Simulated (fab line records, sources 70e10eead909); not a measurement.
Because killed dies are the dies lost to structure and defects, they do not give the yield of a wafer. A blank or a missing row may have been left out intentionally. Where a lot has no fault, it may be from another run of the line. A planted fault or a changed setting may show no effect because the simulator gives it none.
8D (eight disciplines) problem report, filled in by code    flow nand-harc    the parts of the form that need people (team, actions taken, sign-off) are left out

## 1. WHAT WENT WRONG
NHARC_END_SORT_01, killed-at-periphery: mean 414.0 over 1 wafer from 1 lot; wafers with no fault: 3.4, standard deviation 2.5. So: +99 or more standard deviations from the usual mean.
Earliest sighting: wafer L197.2 on prober-01 at day 30 21:39. The record holds 37 wafers of 13 lots with a number at this step. Rule for "out" (also "out of limits"): further than 4 standard deviations from the usual mean. The rest of the wafers with a number are treated as sound.

## 2. WHAT IT IS AND WHAT IT IS NOT
question                     is                                                      is not
which readings at this step  killed-at-periphery, defect-limited-yield, killed-dies  killed-at-array, killed-at-other, killed-open, killed-short
which lots                   L197                                                    L182, L183, L184, L187, L188, L189, L191, L193, L200, L202, L203, L204
which wafers of those lots   all that have a number                                  -
read on which gauges         prober-01                                               prober-02
when                         from day 30 21:39                                       up to then (24 sound wafers); but 12 sound wafers of L200, L202, L203, L204 came after

## 3. WHAT RULES OUT EACH SUSPECT
Counting: any tool at a process step up to the reading is kept as a suspect provided that every lot that is out went through it and no sound lot did after the first of them.
- the gauge at NHARC_END_SORT_01: kept. All the wafers that are out were read on prober-01, and no step on other tools shows them out.
- pvd-sputter-02 at NHARC_P_M1_PVD_20 (deposits TaN, target thk 5 nm, time 8.06 s): ruled out as a lasting fault. Following L197 (day 12 08:08), the first lot on it that is out, the sound lots L203 were run on it. With no start given for some of its lots, NHARC_P_M1_PVD_20 uses the hours and lot order of NHARC_P_M1_ECD_22.
- pvd-sputter-02 at NHARC_P_M1_PVD_21 (deposits Cu, target thk 30 nm, time 20.49 s): ruled out as a lasting fault. Following L197 (day 12 08:08), the first lot on it that is out, the sound lots L203 were run on it. With no start given for some of its lots, NHARC_P_M1_PVD_21 uses the hours and lot order of NHARC_P_M1_ECD_22.
- ecd-cu-01 at NHARC_P_M1_ECD_22 (material Cu, target thk 400 nm): ruled out as a lasting fault. Following L197 (day 12 08:08), the first lot on it that is out, the sound lots L204 were run on it.
The count leaves prober-01 at NHARC_END_SORT_01.

## 4. THE CAUSE (what the simulator had put in)
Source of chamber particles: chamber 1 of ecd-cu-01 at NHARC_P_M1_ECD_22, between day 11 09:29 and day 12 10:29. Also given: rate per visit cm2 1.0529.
Counting ruled it out, wrongly: the rule takes a fault to strike every lot that its tool runs from its start on, and this one did not.

## 5. SEQUENCE OF EFFECTS, ordered by route
Each row: a reading whose mean over the struck wafers that have a number lies more than 3 standard deviations from the usual. Only readings whose record carries a usual standard deviation are examined. hours: median over the lots of the time between each lot's start at the first step of this table that gives one and its start at this step. sigmas: the change, counted in usual standard deviations.
hours  step               reading               usual   on struck wafers  change  sigmas
0      NHARC_END_SORT_01  defect-limited-yield  91.2 %  32.2              -59.0   -21
0      NHARC_END_SORT_01  killed-at-periphery   3.4     414.0             +410.6  +99 or more
0      NHARC_END_SORT_01  killed-dies           60      459               +399    +21

## 6. HOW IT WOULD HAVE BEEN CAUGHT EARLIER
In this record the first reading out of limits at a measuring or inspecting step was taken at day 30 21:39, 468 hours after the fault began at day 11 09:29.
